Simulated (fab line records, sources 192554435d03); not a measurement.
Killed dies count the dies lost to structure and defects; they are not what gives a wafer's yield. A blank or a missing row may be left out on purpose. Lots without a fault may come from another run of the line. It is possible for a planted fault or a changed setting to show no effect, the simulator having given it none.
Matching of chambers	flow n5Finfet	4 sister chambers for N5_BEOL_M8_CMP_52 on cmp-03
The step polishes, stops on SiCOH lowk, t overpolish 6.9 s, target thk 80 nm. 8 wafers are shown with their chamber, then 7 later ones without.

WAFERS, EACH WITH ITS CHAMBER
wafer	chamber	timeToEndpointS (s)	headPressurePsi (psi)
L084.4	3	65	0.9982
L088.2	3	64	0.9990
L088.6	2	63	0.9998
L091.3	1	62	1.0005
L091.4	0	56	1.0004
L091.6	2	62	1.0023
L092.1	0	61	0.9988
L092.3	1	60	1.0013

WAFERS WITHOUT THEIR CHAMBER
wafer	timeToEndpointS (s)	headPressurePsi (psi)
L092.4	65	1.0042
L096.2	66	0.9993
L096.4	65	1.0021
L096.5	65	1.0007
L097.2	67	0.9995
L097.5	61	1.0028
L097.6	67	1.0006

CHAMBER TAKEN BY EACH
wafer	from the rows above	in truth
L092.4	can't be placed: 2 or 1 or 3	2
L096.2	can't be placed: 3 or 2 or 1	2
L096.4	can't be placed: 2 or 1 or 3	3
L096.5	can't be placed: 2 or 3 or 1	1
L097.2	can't be placed: 3 or 2 or 1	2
L097.5	can't be placed: 1 or 2 or 0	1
L097.6	can't be placed: 3 or 2 or 1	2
Correct placement for 0 of the 7. From these rows, 7 cannot be placed; in 7 the true chamber is one of the candidates. Number placed wrongly: 0.
How it was worked out, from the rows above alone: a wafer's distance from a chamber is the root of the sum, over the readings, of the square of ((its reading less the chamber's mean) divided by the reading's scatter). If the next closest chamber is less than 2 further off than the closest, the wafer can't be placed; otherwise it belongs to the closest. The mean given for a chamber averages the wafers shown for that chamber. How the scatter is found: for the shown wafers, subtract from each reading the mean of its chamber, square and add these, divide the total by (wafers less chambers), then take the root.
